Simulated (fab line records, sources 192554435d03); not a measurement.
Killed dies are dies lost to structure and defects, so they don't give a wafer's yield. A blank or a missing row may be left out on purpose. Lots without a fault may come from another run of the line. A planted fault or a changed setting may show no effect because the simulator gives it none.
Split-lot experiment | flow n5_finfet | 7 lots, 39 wafers read, on a route of 1938 steps

THE SPLIT
At N5_BEOL_M11_ETCH_62 (etches SOC in N2/H2, target depth 110 nm, overetch 22 nm, time 165 s), the setting time_s was moved away from the recipe's 165 s on 15 of the 39 wafers read, by -52.8% to +22.4%. The other wafers ran this setting at the recipe's value.

The reading is taken at the split's own step.

THE READING
SiARC_of_BEOL_M11_COAT_60.thk_nm (the simulator's own value, which no gauge read), in nm, at N5_BEOL_M11_ETCH_62 (etches SOC in N2/H2, target depth 110 nm, overetch 22 nm, time 165 s). The file gives no usual value for it. The 24 wafers here that ran the recipe average 23.6 nm, standard deviation 0.12 nm.

wafer  | tool, chamber at the split | time_s as run, s | against the recipe | SiARC_of_BEOL_M11_COAT_60.thk_nm, nm | against lot-mates on the recipe
L074.1 | rie_diel-04, 3             | 165              | recipe             | 23.6                                 | -
L074.2 | rie_diel-04, 1             | 106.1            | -35.7%             | 26                                   | +2.3
L074.3 | rie_diel-04, 2             | 165              | recipe             | 23.8                                 | -
L074.4 | rie_diel-04, 0             | 106.1            | -35.7%             | 26                                   | +2.3
L074.5 | rie_diel-04, 3             | 165              | recipe             | 23.6                                 | -
L074.6 | rie_diel-04, 0             | 106.1            | -35.7%             | 26                                   | +2.3
L077.1 | rie_diel-04, 3             | 165              | recipe             | 23.6                                 | -
L077.2 | rie_diel-04, 0             | 165              | recipe             | 23.8                                 | -
L077.3 | rie_diel-04, 2,1,2         | 202              | +22.4%             | 22.2                                 | -1.5
L077.5 | rie_diel-04, 2,1,2         | 202              | +22.4%             | 22.2                                 | -1.5
L077.6 | rie_diel-04, 2,1,2         | 202              | +22.4%             | 22.2                                 | -1.5
L077.4 | rie_diel-04, 1             | 165              | recipe             | 23.8                                 | -
L080.2 | rie_diel-02, 3             | 165              | recipe             | 23.6                                 | -
L080.3 | rie_diel-02, 2             | 165              | recipe             | 23.6                                 | -
L080.6 | rie_diel-02, 1             | 165              | recipe             | 23.6                                 | -
L082.1 | rie_diel-02, 3             | 115.6            | -29.9%             | 25.4                                 | +1.9
L082.2 | rie_diel-02, 1             | 165              | recipe             | 23.6                                 | -
L082.3 | rie_diel-02, 2             | 165              | recipe             | 23.6                                 | -
L082.4 | rie_diel-02, 0             | 115.6            | -29.9%             | 25.4                                 | +1.9
L082.5 | rie_diel-02, 0             | 165              | recipe             | 23.4                                 | -
L082.6 | rie_diel-02, 3             | 115.6            | -29.9%             | 25.4                                 | +1.9
L088.1 | rie_diel-06, 1             | 165              | recipe             | 23.8                                 | -
L088.2 | rie_diel-06, 2,1           | 133.8            | -18.9%             | 24.8                                 | +1.2
L088.5 | rie_diel-06, 2,1           | 133.8            | -18.9%             | 24.8                                 | +1.2
L088.3 | rie_diel-06, 0             | 165              | recipe             | 23.4                                 | -
L088.4 | rie_diel-06, 0             | 133.8            | -18.9%             | 24.6                                 | +1.0
L088.6 | rie_diel-06, 2             | 165              | recipe             | 23.6                                 | -
L095.1 | rie_diel-02, 0             | 77.82            | -52.8%             | 27                                   | +3.3
L095.2 | rie_diel-02, 1             | 165              | recipe             | 23.6                                 | -
L095.3 | rie_diel-02, 3             | 77.82            | -52.8%             | 27.2                                 | +3.5
L095.4 | rie_diel-02, 1             | 165              | recipe             | 23.8                                 | -
L095.5 | rie_diel-02, 3             | 165              | recipe             | 23.6                                 | -
L095.6 | rie_diel-02, 0             | 77.82            | -52.8%             | 27                                   | +3.3
L096.1 | rie_diel-06, 2             | 165              | recipe             | 23.6                                 | -
L096.2 | rie_diel-06, 1             | 165              | recipe             | 23.6                                 | -
L096.3 | rie_diel-06, 0             | 165              | recipe             | 23.4                                 | -
L096.4 | rie_diel-06, 3             | 165              | recipe             | 23.6                                 | -
L096.5 | rie_diel-06, 2,1           | 165              | recipe             | 23.8                                 | -
L096.6 | rie_diel-06, 2,1           | 165              | recipe             | 23.8                                 | -
Where a row lists several chambers, the file gives one row for several wafers and doesn't say which wafer went through which chamber.

THE FIT
A straight line over all 39 wafers: SiARC_of_BEOL_M11_COAT_60.thk_nm changes by -0.064 nm for each +1% of time_s; r = -1.00; the points scatter about the line by 0.12 nm.
The same after taking each lot's own level away (the mean of its wafers on the recipe; 39 wafers): -0.0647 nm for each +1%; r = -1.00; scatter 0.1 nm.
On that fit, the largest move of time_s shifts the reading by 3.4 nm.
The lots' own levels span 23.53 to 23.73 nm, that is 1.6 times the standard deviation above.
So the lot-to-lot level changes the slope little: the two slopes agree.
Check: with one of the wafers moved furthest among these (-52.8%) left out of the fit, the line predicts +3.41 nm for it against its lot-mates. It came out at +3.33 nm against them.

OTHER SPLITS ON THESE WAFERS
These wafers also went through other splits before the reading. Each is held against what the fit with the lots' levels taken away leaves over:
other split on the same wafers           | wafers away from the commonest value | r with SiARC_of_BEOL_M11_COAT_60.thk_nm (lot level and that fit taken away)
N5_BEOL_M6_TRENCH_ETCH_37 target_depth_a | 15                                   | -0.18
N5_BEOL_M7_DEP_56 target_thk_a           | 15                                   | +0.06

THE WHOLE CHAIN: every reading that the file lists as answering this split, in the file's order
step                   | what it does                                                         | reading                                                                           | change (the file's fit)                                                              | r (the file's)
N5_BEOL_M11_ETCH_62    | etches SOC in N2/H2, target depth 110 nm, overetch 22 nm, time 165 s | etch.depth_nm (the simulator's own value, which no gauge read)                    | +0.489 nm for each +1% of the setting                                                | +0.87
N5_BEOL_M11_ETCH_62    | etches SOC in N2/H2, target depth 110 nm, overetch 22 nm, time 165 s | SiARC_of_BEOL_M11_COAT_60.thk_nm (the simulator's own value, which no gauge read) | -0.0643 nm for each +1% of the setting                                               | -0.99
N5_BEOL_M11_HM_OPEN_17 | chemistry Cl2/BCl3, target TiN, target depth 20 nm, overetch 6 nm    | etch.depth_nm (the simulator's own value, which no gauge read)                    | not straight: 19.43 at the lowest setting, 19.98 at the recipe, 16.45 at the highest | not given

THE FILE'S OWN FIT
SiARC_of_BEOL_M11_COAT_60.thk_nm changes by -0.0643 nm for each +1% of time_s, r = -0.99.
